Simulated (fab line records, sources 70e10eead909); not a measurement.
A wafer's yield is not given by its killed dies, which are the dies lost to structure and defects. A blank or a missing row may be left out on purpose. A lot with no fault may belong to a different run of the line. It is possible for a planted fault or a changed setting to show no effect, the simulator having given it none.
The tool behind it: which one? || flow nand harc || 13 lots, 39 wafers sampled, at 4 steps of a route of 1302

WHAT EACH GAUGE READ, for each wafer
NHARC_A_ONON_D1_THK_MEAS_34: measures by ellipsometry.
{"lot": "L556", "measured": "day 8 13:47", "on": "film metro-02", "thk nm (nm)": "198.6 202.7 198.2"}
{"lot": "L557", "measured": "day 9 01:41", "on": "film metro-01", "thk nm (nm)": "200.9 199.2 201.5"}
{"lot": "L558", "measured": "day 9 11:52", "on": "film metro-01", "thk nm (nm)": "200.2 197.4 196.4"}
{"lot": "L560", "measured": "day 10 10:10", "on": "film metro-02", "thk nm (nm)": "196.4 201.4 198.8"}
{"lot": "L562", "measured": "day 11 03:49", "on": "film metro-02", "thk nm (nm)": "197.3 194.8 198.2"}
{"lot": "L561", "measured": "day 11 03:52", "on": "film metro-01", "thk nm (nm)": "198.7 199.1 200.7"}
{"lot": "L564", "measured": "day 12 06:30", "on": "film metro-01", "thk nm (nm)": "197.5 196.8 202.1"}
{"lot": "L565", "measured": "day 12 06:43", "on": "film metro-02", "thk nm (nm)": "199.5 201.5 204.2"}
{"lot": "L566", "measured": "day 13 00:58", "on": "film metro-01", "thk nm (nm)": "194.4 197.7 199.0"}
{"lot": "L570", "measured": "day 14 21:31", "on": "film metro-01", "thk nm (nm)": "202.0 203.4 206.1"}
{"lot": "L576", "measured": "day 16 18:06", "on": "film metro-01", "thk nm (nm)": "200.6 203.2 202.9"}
{"lot": "L577", "measured": "day 17 06:38", "on": "film metro-01", "thk nm (nm)": "197.8 200.6 199.7"}
{"lot": "L578", "measured": "day 17 19:29", "on": "film metro-02", "thk nm (nm)": "193.5 197.6 203.9"}

NHARC_A_CHANNEL_FILL_D1_INSPECT_13.
{"lot": "L556", "measured": "day 11 09:14", "on": "defect inspect-02", "raw defect count": "642 420 542"}
{"lot": "L557", "measured": "day 11 21:26", "on": "defect inspect-02", "raw defect count": "202 205 185"}
{"lot": "L558", "measured": "day 12 09:13", "on": "defect inspect-01", "raw defect count": "251 233 316"}
{"lot": "L560", "measured": "day 12 22:44", "on": "defect inspect-02", "raw defect count": "330 287 279"}
{"lot": "L562", "measured": "day 13 16:44", "on": "defect inspect-02", "raw defect count": "204 264 217"}
{"lot": "L561", "measured": "day 13 16:44", "on": "defect inspect-01", "raw defect count": "240 328 469"}
{"lot": "L564", "measured": "day 14 20:27", "on": "defect inspect-02", "raw defect count": "563 485 203"}
{"lot": "L565", "measured": "day 14 20:28", "on": "defect inspect-01", "raw defect count": "293 283 430"}
{"lot": "L566", "measured": "day 15 15:24", "on": "defect inspect-02", "raw defect count": "370 212 200"}
{"lot": "L570", "measured": "day 17 07:37", "on": "defect inspect-01", "raw defect count": "355 208 205"}
{"lot": "L576", "measured": "day 19 14:07", "on": "defect inspect-01", "raw defect count": "744 486 352"}
{"lot": "L577", "measured": "day 20 00:07", "on": "defect inspect-01", "raw defect count": "259 173 207"}
{"lot": "L578", "measured": "day 20 09:33", "on": "defect inspect-02", "raw defect count": "190 234 212"}

WHAT TOOL EACH LOT RAN ON (gives the tool, then ch and the chambers of the sampled wafers, and finally the start)
{"lot": "L556", "NHARC_A_CHANNEL_HOLE_D1_ETCH_22": "har etch-02 ch 0,1, day 8 19:48", "NHARC_A_CHANNEL_FILL_D1_ALD_14": "ald hk-04 ch 1,2,3, day 9 07:53"}
{"lot": "L557", "NHARC_A_CHANNEL_HOLE_D1_ETCH_22": "har etch-01 ch 0,1, day 9 07:04", "NHARC_A_CHANNEL_FILL_D1_ALD_14": "ald hk-02 ch 1,2,3, day 10 04:17"}
{"lot": "L558", "NHARC_A_CHANNEL_HOLE_D1_ETCH_22": "har etch-01 ch 0,1, day 10 01:54", "NHARC_A_CHANNEL_FILL_D1_ALD_14": "ald hk-03 ch 0,1,3, day 10 14:42"}
{"lot": "L560", "NHARC_A_CHANNEL_HOLE_D1_ETCH_22": "har etch-01 ch 0,1, day 10 15:50", "NHARC_A_CHANNEL_FILL_D1_ALD_14": "ald hk-04 ch 0,2,3, day 11 04:56"}
{"lot": "L562", "NHARC_A_CHANNEL_HOLE_D1_ETCH_22": "har etch-02 ch 1, day 11 09:02", "NHARC_A_CHANNEL_FILL_D1_ALD_14": "ald hk-02 ch 0,2,3, day 11 21:02"}
{"lot": "L561", "NHARC_A_CHANNEL_HOLE_D1_ETCH_22": "har etch-01 ch 0,1, day 11 09:21", "NHARC_A_CHANNEL_FILL_D1_ALD_14": "ald hk-03 ch 0,1,3, day 11 20:58"}
{"lot": "L564", "NHARC_A_CHANNEL_HOLE_D1_ETCH_22": "har etch-01 ch 0,1, day 12 15:19", "NHARC_A_CHANNEL_FILL_D1_ALD_14": "ald hk-03 ch 1,2,3, day 13 03:33"}
{"lot": "L565", "NHARC_A_CHANNEL_HOLE_D1_ETCH_22": "har etch-02 ch 0,1, day 12 17:07", "NHARC_A_CHANNEL_FILL_D1_ALD_14": "ald hk-02 ch 1,2,3, day 13 03:33"}
{"lot": "L566", "NHARC_A_CHANNEL_HOLE_D1_ETCH_22": "har etch-01 ch 0,1, day 13 06:16", "NHARC_A_CHANNEL_FILL_D1_ALD_14": "ald hk-03 ch 1,2,3, day 13 19:39"}
{"lot": "L570", "NHARC_A_CHANNEL_HOLE_D1_ETCH_22": "har etch-01 ch 0, day 15 02:33", "NHARC_A_CHANNEL_FILL_D1_ALD_14": "ald hk-03 ch 1,2, day 15 14:36"}
{"lot": "L576", "NHARC_A_CHANNEL_HOLE_D1_ETCH_22": "har etch-01 ch 0,1, day 17 09:16", "NHARC_A_CHANNEL_FILL_D1_ALD_14": "ald hk-04 ch 0,3, day 17 21:07"}
{"lot": "L577", "NHARC_A_CHANNEL_HOLE_D1_ETCH_22": "har etch-02 ch 0,1, day 17 14:29", "NHARC_A_CHANNEL_FILL_D1_ALD_14": "ald hk-04 ch 0,1,3, day 18 03:34"}
{"lot": "L578", "NHARC_A_CHANNEL_HOLE_D1_ETCH_22": "har etch-01 ch 0,1, day 18 04:48", "NHARC_A_CHANNEL_FILL_D1_ALD_14": "ald hk-04 ch 1,2, day 18 16:38"}
- NHARC_A_CHANNEL_HOLE_D1_ETCH_22: etches the open film in C4F8/O2/Ar, time 666.7 s, target depth 1600 nm.
- NHARC_A_CHANNEL_FILL_D1_ALD_14: deposits SiO2, target thk 2.5 nm, pulse time 10 s, ald cycles 25.

AS READ BY THE TOOLS THEMSELVES (means over the sampled wafers that have a number; for cases with no such wafer, the mark the record gives instead)
NHARC_A_CHANNEL_HOLE_D1_ETCH_22.
{"lot": "L556", "tool": "har etch-02", "drypump motor current A (A)": 5.8, "he backside leak sccm (sccm)": 6.8, "oes air line au (a.u.)": 1.000, "showerhead plenum p Torr (Torr)": 3.46, "throttle valve pct (%)": 32.154}
{"lot": "L557", "tool": "har etch-01", "drypump motor current A (A)": 5.9, "he backside leak sccm (sccm)": 5.6, "oes air line au (a.u.)": 0.999, "showerhead plenum p Torr (Torr)": 3.67, "throttle valve pct (%)": 32.156}
{"lot": "L558", "tool": "har etch-01", "drypump motor current A (A)": 5.9, "he backside leak sccm (sccm)": 5.7, "oes air line au (a.u.)": 0.994, "showerhead plenum p Torr (Torr)": 3.67, "throttle valve pct (%)": 32.152}
{"lot": "L560", "tool": "har etch-01", "drypump motor current A (A)": 5.9, "he backside leak sccm (sccm)": 5.7, "oes air line au (a.u.)": 0.984, "showerhead plenum p Torr (Torr)": 3.67, "throttle valve pct (%)": 32.156}
{"lot": "L562", "tool": "har etch-02", "drypump motor current A (A)": 6.3, "he backside leak sccm (sccm)": 6.7, "oes air line au (a.u.)": 0.988, "showerhead plenum p Torr (Torr)": 3.45, "throttle valve pct (%)": 32.151}
{"lot": "L561", "tool": "har etch-01", "drypump motor current A (A)": 6.0, "he backside leak sccm (sccm)": 5.5, "oes air line au (a.u.)": 0.998, "showerhead plenum p Torr (Torr)": 3.61, "throttle valve pct (%)": 32.161}
{"lot": "L564", "tool": "har etch-01", "drypump motor current A (A)": 6.0, "he backside leak sccm (sccm)": 7.1, "oes air line au (a.u.)": 1.000, "showerhead plenum p Torr (Torr)": 3.60, "throttle valve pct (%)": 32.163}
{"lot": "L565", "tool": "har etch-02", "drypump motor current A (A)": 6.0, "he backside leak sccm (sccm)": 7.0, "oes air line au (a.u.)": 0.999, "showerhead plenum p Torr (Torr)": 3.43, "throttle valve pct (%)": 32.158}
{"lot": "L566", "tool": "har etch-01", "drypump motor current A (A)": 6.1, "he backside leak sccm (sccm)": 5.6, "oes air line au (a.u.)": 0.992, "showerhead plenum p Torr (Torr)": 3.59, "throttle valve pct (%)": 32.152}
{"lot": "L570", "tool": "har etch-01", "drypump motor current A (A)": 5.7, "he backside leak sccm (sccm)": 6.1, "oes air line au (a.u.)": 0.996, "showerhead plenum p Torr (Torr)": 3.69, "throttle valve pct (%)": 32.160}
{"lot": "L576", "tool": "har etch-01", "drypump motor current A (A)": 6.0, "he backside leak sccm (sccm)": 5.7, "oes air line au (a.u.)": 1.025, "showerhead plenum p Torr (Torr)": 3.56, "throttle valve pct (%)": 32.164}
{"lot": "L577", "tool": "har etch-02", "drypump motor current A (A)": 5.8, "he backside leak sccm (sccm)": 4.9, "oes air line au (a.u.)": 1.008, "showerhead plenum p Torr (Torr)": 3.93, "throttle valve pct (%)": 32.150}
{"lot": "L578", "tool": "har etch-01", "drypump motor current A (A)": 6.0, "he backside leak sccm (sccm)": 5.5, "oes air line au (a.u.)": 1.004, "showerhead plenum p Torr (Torr)": 3.55, "throttle valve pct (%)": 32.152}

NHARC_A_CHANNEL_FILL_D1_ALD_14.
{"lot": "L556", "tool": "ald hk-04", "heater power w (W)": 474, "precursor pulse height rel": 1.011}
{"lot": "L557", "tool": "ald hk-02", "heater power w (W)": 457, "precursor pulse height rel": 1.003}
{"lot": "L558", "tool": "ald hk-03", "heater power w (W)": 440, "precursor pulse height rel": 1.004}
{"lot": "L560", "tool": "ald hk-04", "heater power w (W)": 468, "precursor pulse height rel": 0.992}
{"lot": "L562", "tool": "ald hk-02", "heater power w (W)": 455, "precursor pulse height rel": 1.012}
{"lot": "L561", "tool": "ald hk-03", "heater power w (W)": 439, "precursor pulse height rel": 0.993}
{"lot": "L564", "tool": "ald hk-03", "heater power w (W)": 453, "precursor pulse height rel": 0.997}
{"lot": "L565", "tool": "ald hk-02", "heater power w (W)": 448, "precursor pulse height rel": 1.015}
{"lot": "L566", "tool": "ald hk-03", "heater power w (W)": 459, "precursor pulse height rel": 1.020}
{"lot": "L570", "tool": "ald hk-03", "heater power w (W)": 476, "precursor pulse height rel": 1.009}
{"lot": "L576", "tool": "ald hk-04", "heater power w (W)": 459, "precursor pulse height rel": 0.999}
{"lot": "L577", "tool": "ald hk-04", "heater power w (W)": 473, "precursor pulse height rel": 0.988}
{"lot": "L578", "tool": "ald hk-04", "heater power w (W)": 489, "precursor pulse height rel": 0.996}

THE ANSWER, worked out from the rows above alone
Rule: usual is defined by the lots themselves. Put in order of their means at a reading, lots are off if they are a third of the lots or fewer, leave a main group of 4 or more, and stand apart from it by a gap of 3 or more times the standard deviation of the main group's means; of several such gaps the widest counts. A main group is skipped when, at the precision printed for the reading in the tables above, its means are all equal. A lot without any number at a reading at which 4 lots or more have one is off too. All remaining lots with rows at the step are treated as sound. The gauges are gone through in route order, then the tools' own readings, and for those a lot's mean is taken as printed above. At the first step where some lot is off, the reading lying furthest off is the one used; lots without a number count as furthest.
Across all readings shown, no lot is off: no conclusion can be drawn from this.

WHAT WAS PUT IN BY THE SIMULATOR
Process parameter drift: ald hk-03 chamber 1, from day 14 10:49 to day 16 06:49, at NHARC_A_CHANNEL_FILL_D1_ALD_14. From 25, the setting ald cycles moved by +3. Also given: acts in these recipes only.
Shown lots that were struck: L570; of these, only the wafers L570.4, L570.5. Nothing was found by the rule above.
